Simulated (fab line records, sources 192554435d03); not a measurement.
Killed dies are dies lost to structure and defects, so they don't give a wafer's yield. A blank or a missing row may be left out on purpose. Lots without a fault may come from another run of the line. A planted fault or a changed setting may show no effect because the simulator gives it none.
fab line records | flow n5_finfet
record lots=7 wafers=21
route steps=1938 shown BEOL_M11@1543 BEOL_M12@1609 BEOL_M13@1693 BEOL_M14@1751 BEOL_M15@1797 MIM_BOT_LITHO@1859 MIM_BOT_ETCH@1866 PASSIVATION@1901
start_h: hours from the record's first day to the start of the lot's first wafer shown | wait_h: hours since the lot's step before | " the same as in the row above | L1.1+2: a row that stands for several wafers | - no value, or no start given | * or withheld: withheld | < > ~ a bound
route shown NAME@n: a module of which the file shows steps, and the number in the route of the first | usual: mean/standard deviation of fault-free wafers | same: alike in all rows | chamber/n: place in a boat | sites: the reading at each site | _std_site: their standard deviation | _edge_site: outer sites' mean less inner sites' | radius_mm: how far each site lies from the wafer's centre | mask NAME#n: copy n | behind: the tool/chamber that last shaped the wafer | hold: why the lot was held/for how many hours/how that ended | device: the transistor (n, p or np) that didn't switch | end of line: the same wafers' tests at the end of the route | a step without rows: its recipe alone | killed: dies lost to structure and defects at the first sort, not the wafer's yield | map: a wafer's dies, x killed, . not, _ none there
set.NAME: the setting as run; set.NAME@STEP: as run at that earlier step | model.NAME: the simulator's own value behind a step, which no gauge read
lots whose settings were changed on purpose; a table a step, a row a wafer
## steps
# step N5_BEOL_M11_COAT_05
# recipe resist=CAR-ArF spin_rpm=1500 resist_thk_nm=90
# columns lot.wafer tool chamber start_h wait_h set.spin_rpm model.CAR-ArF_of_BEOL_M11_COAT_05.thk_nm
L074.1+2+6 litho_track-05 0 - - 1500 90.6
L075.1 litho_track-04 0 - - 1500 89.4
L075.2+3 " 0 " " 1500 90
L084.2 litho_track-04 0 - - 1500 89.4
L084.3 " 0 " " 1500 89.8
L084.6 " 0 " " 1500 89.6
L082.2 litho_track-03 0 - - 1616 85.8
L082.3 " 0 " " 1500 89.4
L082.5 " 0 " " 1616 86.2
L087.1+2+5 litho_track-03 0 - - 1500 90
L085.1+6 litho_track-05 0 - - 1500 89.4
L085.4 " 0 " " 1661 85.2
L097.1 litho_track-04 0 - - 1500 89.8
L097.2+5 " 0 " " 1500 89.6
# step N5_BEOL_M11_EBR_07
# recipe solvent=PGMEA ebr_width_mm=1.5
# step N5_BEOL_M11_SOFTBAKE_06
# recipe temp_c=110 time_s=60 resist=CAR-ArF
# step N5_BEOL_M11_EXPOSE_08
# recipe mask_id=M11 na=1.35 source_shape=dipole sigma_inner=0.411 sigma_outer=0.611 polarization=te dose_mj=53.75
# step N5_BEOL_M11_PEB_09
# recipe peb_temp_c=withheld peb_time_s=60 resist=CAR-ArF
# step N5_BEOL_M11_DEVELOP_10
# recipe develop_time_s=30 developer=TMAH resist=CAR-ArF rinse_liquid=diw dry=air_spin dev_temp_c=23
# columns lot.wafer tool chamber start_h wait_h set.spin_rpm@BEOL_M11_COAT_05 model.CAR-ArF_of_BEOL_M11_COAT_05.thk_nm
L074.1+2 litho_track-03 0 - - 1500 89
L074.6 " 0 " " 1500 88.8
L075.1 litho_track-04 0 - - 1500 87.8
L075.2 " 0 " " 1500 88.4
L075.3 " 0 " " 1500 88.2
L084.2 litho_track-04 0 - - 1500 87.6
L084.3+6 " 0 " " 1500 88
L082.2 litho_track-05 0 - - 1616 84.2
L082.3 " 0 " " 1500 87.6
L082.5 " 0 " " 1616 84.4
L087.1+5 litho_track-05 0 - - 1500 88.2
L087.2 " 0 " " 1500 88.4
L085.1+6 litho_track-04 0 - - 1500 87.8
L085.4 " 0 " " 1661 83.6
L097.1 litho_track-03 0 - - 1500 88.2
L097.2+5 " 0 " " 1500 88
# step N5_BEOL_M12_PEB_08
# recipe peb_temp_c=130 peb_time_s=90
# columns lot.wafer tool chamber start_h wait_h set.peb_temp_c
L074.1+2+6 litho_track-04 0 236.06 0.1 130
L075.1+2+3 litho_track-01 0 271.54 0.1 130
L084.2+6 litho_track-02 0 315.65 0.0 126.7
L084.3 " 0 " " 130
L082.2+3 litho_track-01 0 318.05 0.0 127.3
L082.5 " 0 " " 130
L087.1+2 litho_track-02 0 323.30 0.1 126.7
L087.5 " 0 " " 130
L085.1 litho_track-02 0 328.11 0.1 130
L085.4+6 " 0 " " 131.9
L097.1+5 litho_track-02 0 397.72 0.1 131.1
L097.2 " 0 " " 130
# step N5_BEOL_M12_DEVELOP_09
# recipe develop_time_s=45 rinse_liquid=diw dry=air_spin dev_temp_c=21
# step N5_BEOL_M12_HARDBAKE_14
# recipe temp_c=130 time_s=120
# step N5_BEOL_M12_CD_MEAS_10
# recipe target_cd_nm=140 landing_energy_ev=500 detector=se_inlens polarity=opening
# usual cd_nm=139.8/1.4
# columns lot.wafer tool chamber start_h wait_h set.peb_temp_c@BEOL_M12_PEB_08 cd_nm
L074.1 cd_sem-01 0 236.18 - 130 141.3
L074.2 " 0 " " 130 140.3
L074.6 " 0 " " 130 140.4
L075.1 cd_sem-02 0 271.66 - 130 140.4
L075.2 " 0 " " 130 138.9
L075.3 " 0 " " 130 141.6
L084.2 cd_sem-01 0 315.77 - 126.7 127.7
L084.3 " 0 " " 130 139.1
L084.6 " 0 " " 126.7 128.1
L082.2 cd_sem-01 0 318.16 - 127.3 132.1
L082.3 " 0 " " 127.3 129.7
L082.5 " 0 " " 130 140.6
L087.1 cd_sem-02 0 323.41 - 126.7 128.0
L087.2 " 0 " " 126.7 126.9
L087.5 " 0 " " 130 139.4
L085.1 cd_sem-02 0 328.23 - 130 138.8
L085.4 " 0 " " 131.9 142.9
L085.6 " 0 " " 131.9 145.1
L097.1 cd_sem-02 0 397.84 - 131.1 141.5
L097.2 " 0 " " 130 138.3
L097.5 " 0 " " 131.1 140.8
# step N5_BEOL_M12_STRIP_71
# recipe chemistry=post_etch_residue_remover time_s=60 temp_c=25 remover_ph=withheld remover_water_wt_pct=withheld remover_fluoride_wt_pct=withheld
# step N5_BEOL_M12_SRD_72
# recipe time_s=30 temp_c=23 rinse_liquid=diw dry=n2_spin spin_rpm=1500 dry_time_s=30
# step N5_BEOL_M12_CD_MEAS_17
# recipe target_cd_nm=140 polarity=opening
# usual cd_nm=140.1/1.4
# columns lot.wafer tool chamber start_h wait_h set.peb_temp_c@BEOL_M12_PEB_08 cd_nm
L074.1 cd_sem-01 - 236.76 0.0 130 140.3
L074.2 " - " " 130 138.8
L074.6 " - " " 130 139.6
L075.1 cd_sem-02 - 272.24 0.0 130 141.0
L075.2 " - " " 130 139.6
L075.3 " - " " 130 141.9
L084.2 cd_sem-03 - 316.45 0.0 126.7 128.2
L084.3 " - " " 130 139.1
L084.6 " - " " 126.7 128.3
L082.2 cd_sem-01 - 318.74 0.0 127.3 132.3
L082.3 " - " " 127.3 129.5
L082.5 " - " " 130 140.7
L087.1 cd_sem-02 - 324.00 0.0 126.7 127.7
L087.2 " - " " 126.7 127.5
L087.5 " - " " 130 140.8
L085.1 cd_sem-03 - 328.92 0.0 130 139.6
L085.4 " - " " 131.9 142.6
L085.6 " - " " 131.9 145.4
L097.1 cd_sem-02 - 398.43 0.0 131.1 141.5
L097.2 " - " " 130 139.2
L097.5 " - " " 131.1 141.2
# step N5_BEOL_M13_ETCH_67
# recipe chemistry=CF4 target=SiARC target_depth_a=1430 time_s=238.3 ion_energy_ev=80 pressure_mtorr=40 source_w=545 bias_w=36 Ar_flow_sccm=100 cf4_flow_sccm=100 ends=cleared
# usual rf_vpp_V=183.9/1.2
# columns lot.wafer tool chamber start_h wait_h set.bias_w rf_vpp_V
L074.1 rie_diel-02 0 241.82 0.0 36 183.5
L074.2 " 3 " " 36 186.1
L074.6 " 3 " " 36 185.2
L075.1 rie_diel-05 0 280.74 0.0 36 183.5
L075.2 " 3 " " 36 183.2
L075.3 " 1 " " 36 183.3
L084.2 rie_diel-05 3 324.24 0.0 38.46 191.5
L084.3 " 2 " " 38.46 189.5
L084.6 " 3 " " 38.46 191.7
L082.2 rie_diel-04 3 325.09 0.0 36 184.3
L082.3 " 2 " " 36 184.9
L082.5 " 3 " " 36 185.6
L087.1 rie_diel-05 1 329.02 0.0 36 183.3
L087.2 " 3 " " 36 184.1
L087.5 " 1 " " 33 172.3
L085.1 rie_diel-02 2 335.89 0.0 36 183.8
L085.4 " 0 " " 37.78 189.5
L085.6 " 2 " " 36 183.6
L097.1 rie_diel-04 1 405.71 0.0 30.31 163.7
L097.2 " 3 " " 36 186.0
L097.5 " 2 " " 36 184.8
# step N5_BEOL_M14_ETCH_68
# recipe chemistry=N2/H2 target=SOC mask_material=SiARC source_w=3000 bias_w=350 temp_c=40 time_s=450 ion_energy_ev=200 pressure_mtorr=30 n2_flow_sccm=200 h2_flow_sccm=200
# columns lot.wafer tool chamber start_h wait_h set.time_s model.SiARC_of_BEOL_M14_COAT_66.thk_nm
L074.1 rie_diel-06 2 247.70 0.1 450 65
L074.2 " 3 " " 486.8 60.8
L074.6 " 3 " " 486.8 60.6
L075.1 rie_diel-03 0 284.61 0.1 450 64.2
L075.2 " 1 " " 450 65.2
L075.3 " 2 " " 450 65
L084.2 rie_diel-01 3 330.53 0.1 450 64.2
L084.3 " 1 " " 495.1 60.4
L084.6 " 3 " " 495.1 60
L082.2 rie_diel-06 3 330.91 0.1 497.5 60
L082.3 " 2 " " 450 65.4
L082.5 " 1 " " 450 64.6
L087.1 rie_diel-03 0 334.74 0.1 450 64.4
L087.2 " 3 " " 541.9 55.6
L087.5 " 0 " " 541.9 55
L085.1 rie_diel-01 1 344.65 0.1 450 64.6
L085.4 " 2 " " 350.9 74.8
L085.6 " 1 " " 450 64.8
L097.1+5 rie_diel-01 0,3 411.69 0.1 450 64.8
L097.2 " 3 " " 450 64
# step N5_BEOL_M15_COAT_22
# recipe spin_rpm=1704 resist_thk_nm=800
# columns lot.wafer tool chamber start_h wait_h set.spin_rpm model.coat_of_BEOL_M15_COAT_22.thk_nm
L074.1 litho_track-01 0 - - 1704 797.8
L074.2 " 0 " " 1704 800.2
L074.6 " 0 " " 1704 798.4
L075.1 litho_track-01 0 - - 1704 800.4
L075.2+3 " 0 " " 1704 798.8
L084.2 litho_track-02 0 - - 1704 794.8
L084.3 " 0 " " 1704 795.2
L084.6 " 0 " " 1704 796.6
L082.2 litho_track-01 0 - - 1627 817.6
L082.3 " 0 " " 1704 801.4
L082.5 " 0 " " 1627 817.8
L087.1 litho_track-01 0 - - 1704 799.8
L087.2 " 0 " " 1704 801.2
L087.5 " 0 " " 1704 800.2
L085.1 litho_track-01 0 - - 1854 765.2
L085.4 " 0 " " 1704 800
L085.6 " 0 " " 1704 801.6
L097.1 litho_track-02 0 - - 1704 798.2
L097.2 " 0 " " 1704 796.2
L097.5 " 0 " " 1704 795.2
# step N5_BEOL_M15_EBR_24
# recipe solvent=PGMEA ebr_width_mm=1.5
# step N5_BEOL_M15_SOFTBAKE_23
# recipe temp_c=130 time_s=60
# step N5_BEOL_M15_DESCUM_33
# recipe chemistry=O2 time_s=7.9 source_power_w=50 bias_power_w=20 pressure_mtorr=20 rf_frequency_hz=2.712e+07 temp_c=40 o2_flow_sccm=225
# step N5_BEOL_M15_ETCH_61
# recipe chemistry=N2/H2 target=BARC target_depth_a=890 overetch_a=267 time_s=67.9 ion_energy_ev=200 pressure_mtorr=30 source_w=840 bias_w=150 n2_flow_sccm=200 h2_flow_sccm=200
# columns lot.wafer tool chamber start_h wait_h set.spin_rpm@BEOL_M15_COAT_22 model.coat_of_BEOL_M15_COAT_22.thk_nm
L074.1 rie_diel-02 0 254.47 0.0 1704 717.6
L074.2 " 2 " " 1704 719.4
L074.6 " 1 " " 1704 716.4
L075.1 rie_diel-04 3 289.81 0.0 1704 716.4
L075.2 " 0 " " 1704 716.6
L075.3 " 1 " " 1704 715.6
L084.2 rie_diel-02 2 336.44 0.0 1704 712
L084.3 " 0 " " 1704 711.4
L084.6 " 0 " " 1704 713.6
L082.2 rie_diel-05 3 336.45 0.0 1627 737.6
L082.3 " 1 " " 1704 718.2
L082.5 " 3 " " 1627 737.8
L087.1 rie_diel-04 1 340.17 0.0 1704 716.6
L087.2 " 3 " " 1704 716.8
L087.5 " 3 " " 1704 716.2
L085.1 rie_diel-04 3 349.60 0.0 1854 681
L085.4 " 2 " " 1704 717.8
L085.6 " 0 " " 1704 720.4
L097.1 rie_diel-04 2 422.17 0.0 1704 716.2
L097.2 " 3 " " 1704 712.8
L097.5 " 0 " " 1704 712.2
# step N5_BEOL_M15_TRENCH_ETCH_34
# recipe chemistry=C4F8/O2/Ar target=SiO2 target_depth_a=8729.3 he_inner_torr=15 he_outer_torr=30 time_s=199 ion_energy_ev=800 pressure_mtorr=20 source_w=1905 bias_w=2040 Ar_flow_sccm=400 C4F8_flow_sccm=16 O2_flow_sccm=12
# columns lot.wafer tool chamber start_h wait_h set.spin_rpm@BEOL_M15_COAT_22 model.coat_of_BEOL_M15_COAT_22.thk_nm
L074.1 rie_diel-02 0 254.52 0.0 1704 544.6
L074.2 " 2 " " 1704 543.4
L074.6 " 1 " " 1704 543.6
L075.1 rie_diel-04 3 289.86 0.0 1704 540.4
L075.2 " 0 " " 1704 543
L075.3 " 1 " " 1704 540.8
L084.2 rie_diel-02 2 336.49 0.0 1704 535
L084.3 " 0 " " 1704 533.6
L084.6 " 0 " " 1704 536.2
L082.2 rie_diel-05 3 336.51 0.0 1627 568.8
L082.3 " 1 " " 1704 543.6
L082.5 " 3 " " 1627 569.4
L087.1 rie_diel-04 1 340.22 0.0 1704 542.2
L087.2 " 3 " " 1704 541.6
L087.5 " 3 " " 1704 539.6
L085.1 rie_diel-04 3 349.65 0.0 1854 505.2
L085.4 " 2 " " 1704 545
L085.6 " 0 " " 1704 547.2
L097.1 rie_diel-04 2 422.22 0.0 1704 542.8
L097.2 " 3 " " 1704 536.6
L097.5 " 0 " " 1704 532.6
# step N5_MIM_BOT_LITHO_PEB_06
# recipe peb_temp_c=withheld peb_time_s=*
# columns lot.wafer tool chamber start_h wait_h set.peb_time_s
L074.1+6 litho_track-01 0 265.80 0.1 *
L074.2 " 0 " " *
L075.1+2+3 litho_track-04 0 298.81 0.1 *
L084.2+3+6 litho_track-04 0 345.50 0.0 *
L082.2+3 litho_track-02 0 346.73 0.0 *
L082.5 " 0 " " *
L087.1+2+5 litho_track-04 0 348.63 0.1 *
L085.1+4 litho_track-01 0 357.42 0.1 *
L085.6 " 0 " " *
L097.1+2+5 litho_track-04 0 431.31 0.1 *
# step N5_MIM_BOT_LITHO_DEVELOP_07
# recipe develop_time_s=60 rinse_liquid=diw dry=air_spin dev_temp_c=21
# step N5_MIM_BOT_LITHO_HARDBAKE_09
# recipe temp_c=130 time_s=120
# step N5_MIM_BOT_LITHO_CD_MEAS_08
# recipe target_cd_nm=3000 landing_energy_ev=500 detector=se_inlens polarity=opening
# usual cd_nm=3000.3/1.7
# columns lot.wafer tool chamber start_h wait_h set.peb_time_s@MIM_BOT_LITHO_PEB_06 cd_nm
L074.1 cd_sem-02 0 265.92 - * 2998.8
L074.2 " 0 " " * 3001.2
L074.6 " 0 " " * 2997.4
L075.1 cd_sem-02 0 298.93 - * 3001.4
L075.2 " 0 " " * 3000.0
L075.3 " 0 " " * 3001.3
L084.2 cd_sem-02 0 345.62 - * 3000.9
L084.3 " 0 " " * 2999.6
L084.6 " 0 " " * 3000.2
L082.2 cd_sem-03 0 346.85 - * 3002.7
L082.3 " 0 " " * 3003.9
L082.5 " 0 " " * 2996.0
L087.1 cd_sem-01 0 348.75 - * 3001.8
L087.2 " 0 " " * 3002.0
L087.5 " 0 " " * 3002.3
L085.1 cd_sem-03 0 357.54 - * 2992.5
L085.4 " 0 " " * 2991.9
L085.6 " 0 " " * 2998.5
L097.1 cd_sem-02 0 431.43 - * 2998.1
L097.2 " 0 " " * 3000.0
L097.5 " 0 " " * 3000.0
# step N5_MIM_BOT_ETCH_ETCH_04
# recipe chemistry=CF4/O2 target=SiNx target_depth_a=260 time_s=13 ion_energy_ev=100 pressure_mtorr=40 source_w=535 bias_w=49 Ar_flow_sccm=100 cf4_flow_sccm=100 O2_flow_sccm=10
# columns lot.wafer tool chamber start_h wait_h set.time_s model.etch.depth_nm
L074.1 rie_diel-01 3 266.09 0.0 13 26.35
L074.2 " 1 " " 13 26.7
L074.6 " 3 " " 13 26.57
L075.1 rie_diel-03 0 299.08 0.0 13 26.5
L075.2 " 1 " " 13 25.57
L075.3 " 2 " " 13 25.84
L084.2 rie_diel-03 3 345.98 0.0 13 25.76
L084.3 " 2 " " 15.25 29.98
L084.6 " 3 " " 13 25.64
L082.2 rie_diel-06 1 347.00 0.0 10.69 21.6
L082.3 " 2 " " 10.69 20.98
L082.5 " 1 " " 13 26.25
L087.1 rie_diel-03 3 348.91 0.0 10.81 21.59
L087.2 " 2 " " 10.81 21.61
L087.5 " 3 " " 13 25.77
L085.1 rie_diel-06 3 357.69 0.0 15.32 31
L085.4 " 0 " " 15.32 30.41
L085.6 " 2 " " 13 25.39
L097.1 rie_diel-01 2 431.58 0.0 15.5 31.3
L097.2 " 1 " " 13 26.39
L097.5 " 2 " " 15.5 31.38
# step N5_PASSIVATION_EXPOSE_27
# recipe mask_id=PAD na=0.55 source_shape=conventional sigma_outer=0.8 polarization=unpolarized defocus_nm=0 dose_mj=32.3
# columns lot.wafer tool chamber start_h wait_h mask set.dose_mj
L074.1 krf_scanner-01 0 269.39 - PAD#0 32.3
L074.2+6 " 0 " " PAD#0 30.84
L075.1+2+3 krf_scanner-02 0 303.90 - PAD#0 32.3
L084.2+3 krf_scanner-01 0 348.62 - PAD#0 34.29
L084.6 " 0 " " PAD#0 32.3
L082.2+3+5 krf_scanner-01 0 350.82 - PAD#0 32.3
L087.1+2+5 krf_scanner-02 0 352.02 - PAD#0 32.3
L085.1+4+6 krf_scanner-02 0 363.87 - PAD#0 33.37
L097.1+5 krf_scanner-01 0 435.36 - PAD#0 32.3
L097.2 " 0 " " PAD#0 30.8
# step N5_PASSIVATION_PEB_28
# recipe peb_temp_c=withheld peb_time_s=*
# step N5_PASSIVATION_DEVELOP_29
# recipe develop_time_s=60 rinse_liquid=diw dry=air_spin dev_temp_c=21
# step N5_PASSIVATION_HARDBAKE_31
# recipe temp_c=130 time_s=120
# step N5_PASSIVATION_CD_MEAS_30
# recipe target_cd_nm=4000 landing_energy_ev=500 detector=se_inlens polarity=opening
# usual cd_nm=4000.4/1.6
# columns lot.wafer tool chamber start_h wait_h set.dose_mj@PASSIVATION_EXPOSE_27 cd_nm
L074.1 cd_sem-02 0 269.56 - 32.3 4000.3
L074.2 " 0 " " 30.84 3992.1
L074.6 " 0 " " 30.84 3991.8
L075.1 cd_sem-01 0 304.07 - 32.3 4001.4
L075.2 " 0 " " 32.3 4002.4
L075.3 " 0 " " 32.3 4003.6
L084.2 cd_sem-01 0 348.79 - 34.29 4008.4
L084.3 " 0 " " 34.29 4010.3
L084.6 " 0 " " 32.3 3998.2
L082.2 cd_sem-02 0 350.99 - 32.3 4002.1
L082.3 " 0 " " 32.3 3999.7
L082.5 " 0 " " 32.3 4002.1
L087.1 cd_sem-03 0 352.20 - 32.3 4000.1
L087.2 " 0 " " 32.3 3999.3
L087.5 " 0 " " 32.3 4001.5
L085.1 cd_sem-01 0 364.05 - 33.37 4007.2
L085.4 " 0 " " 33.37 4006.5
L085.6 " 0 " " 33.37 4008.5
L097.1 cd_sem-02 0 435.53 - 32.3 3999.2
L097.2 " 0 " " 30.8 3992.1
L097.5 " 0 " " 32.3 3998.1
## key
split step=N5_BEOL_M11_COAT_05 setting=spin_rpm stated=1500 by=wafer
response step=N5_BEOL_M11_COAT_05 reading=model.CAR-ArF_of_BEOL_M11_COAT_05.thk_nm change=-0.408 per=1% r=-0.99
response step=N5_BEOL_M11_DEVELOP_10 reading=model.CAR-ArF_of_BEOL_M11_COAT_05.thk_nm change=-0.403 per=1% r=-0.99
split step=N5_BEOL_M12_PEB_08 setting=peb_temp_c stated=130 by=wafer
response step=N5_BEOL_M12_CD_MEAS_10 reading=cd_nm change=+4.44 per=1% r=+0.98
response step=N5_BEOL_M12_CD_MEAS_17 reading=cd_nm change=+4.45 per=1% r=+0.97
split step=N5_BEOL_M13_ETCH_67 setting=bias_w stated=36 by=wafer
response step=N5_BEOL_M13_ETCH_67 reading=rf_vpp_V change=+1.36 per=1% r=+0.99
split step=N5_BEOL_M14_ETCH_68 setting=time_s stated=450 by=wafer
response step=N5_BEOL_M14_ETCH_68 reading=model.SiARC_of_BEOL_M14_COAT_66.thk_nm change=-0.454 per=1% r=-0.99
split step=N5_BEOL_M15_COAT_22 setting=spin_rpm stated=1704 by=wafer
response step=N5_BEOL_M15_COAT_22 reading=model.coat_of_BEOL_M15_COAT_22.thk_nm change=-3.95 per=1% r=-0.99
response step=N5_BEOL_M15_ETCH_61 reading=model.coat_of_BEOL_M15_COAT_22.thk_nm change=-4.33 per=1% r=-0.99
response step=N5_BEOL_M15_TRENCH_ETCH_34 reading=model.coat_of_BEOL_M15_COAT_22.thk_nm change=-4.85 per=1% r=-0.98
split step=N5_MIM_BOT_LITHO_PEB_06 setting=peb_time_s stated=* by=wafer
response step=N5_MIM_BOT_LITHO_CD_MEAS_08 reading=cd_nm change=+0.324 per=1% r=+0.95
split step=N5_MIM_BOT_ETCH_ETCH_04 setting=time_s stated=13 by=wafer
response step=N5_MIM_BOT_ETCH_ETCH_04 reading=model.etch.depth_nm change=+0.266 per=1% r=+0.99
split step=N5_PASSIVATION_EXPOSE_27 setting=dose_mj stated=32.3 by=wafer
response step=N5_PASSIVATION_CD_MEAS_30 reading=cd_nm change=+1.71 per=1% r=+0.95
